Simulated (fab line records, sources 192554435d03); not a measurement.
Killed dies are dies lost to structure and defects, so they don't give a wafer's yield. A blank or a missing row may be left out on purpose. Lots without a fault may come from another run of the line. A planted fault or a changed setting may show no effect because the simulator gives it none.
Chamber matching | flow n5_finfet | N5_WELL_APT_DESCUM_13 on rie_diel-05: 4 sister chambers
The step chemistry O2, time 7.9 s. 16 wafers are shown with their chamber, then 8 later ones without.

WAFERS WITH THEIR CHAMBER
wafer  | chamber | showerhead_plenum_p_Torr (Torr) | throttle_valve_pct (%) | rf_vpp_V (V)
L075.3 | 3       | 2.19                            | 20.32                  | 246.1
L075.4 | 1       | 2.11                            | 20.59                  | 243.1
L075.5 | 1       | 2.11                            | 20.60                  | 242.5
L076.2 | 1       | 2.10                            | 20.59                  | 243.3
L076.3 | 2       | 2.00                            | 20.59                  | 241.2
L076.4 | 0       | 2.08                            | 19.97                  | 243.5
L077.3 | 0       | 2.08                            | 19.96                  | 242.9
L077.4 | 1       | 2.10                            | 20.58                  | 243.2
L077.5 | 2       | 2.00                            | 20.61                  | 242.7
L080.1 | 1       | 2.10                            | 20.60                  | 242.4
L080.2 | 2       | 2.00                            | 20.60                  | 241.9
L080.5 | 1       | 2.10                            | 20.60                  | 242.6
L086.1 | 3       | 2.18                            | 20.36                  | 244.9
L086.2 | 2       | 2.00                            | 20.63                  | 242.9
L086.6 | 3       | 2.18                            | 20.36                  | 245.5
L088.1 | 3       | 2.18                            | 20.36                  | 244.4

SIGNATURES (means of the wafers above)
reading                  | chamber 0 | chamber 1 | chamber 2 | chamber 3 | scatter within a chamber
showerhead_plenum_p_Torr | 2.0800    | 2.1033    | 2.0000    | 2.1825    | 0.00417
throttle_valve_pct       | 19.9650   | 20.5933   | 20.6075   | 20.3500   | 0.0143
rf_vpp_V                 | 243.200   | 242.850   | 242.175   | 245.225   | 0.606
Rule: a wafer's distance from a chamber is the root of the sum, over the readings, of the square of ((its reading less the chamber's mean) divided by the reading's scatter). The wafer belongs to the nearest chamber; if the next one is less than 2 further off, it can't be placed. The scatter: the root of (the sum of the squares of (reading less its chamber's mean) over the shown wafers, divided by (wafers less chambers)).

WAFERS WITHOUT THEIR CHAMBER
wafer  | showerhead_plenum_p_Torr (Torr) | throttle_valve_pct (%) | rf_vpp_V (V)
L088.2 | 2.10                            | 20.62                  | 243.0
L088.5 | 2.07                            | 19.99                  | 243.1
L090.1 | 2.18                            | 20.36                  | 243.1
L090.4 | 2.09                            | 20.63                  | 242.5
L090.5 | 2.18                            | 20.36                  | 245.3
L091.2 | 2.07                            | 20.01                  | 241.7
L091.3 | 2.17                            | 20.37                  | 244.5
L091.5 | 2.17                            | 20.38                  | 243.8

WHICH CHAMBER EACH WENT THROUGH
wafer  | from the rows above | in truth
L088.2 | 1                   | 1
L088.5 | 0                   | 0
L090.1 | 3                   | 3
L090.4 | 1                   | 1
L090.5 | 3                   | 3
L091.2 | 0                   | 0
L091.3 | 3                   | 3
L091.5 | 3                   | 3
Placed correctly: 8 of 8. Can't be placed from these rows: 0. Placed wrongly: 0.
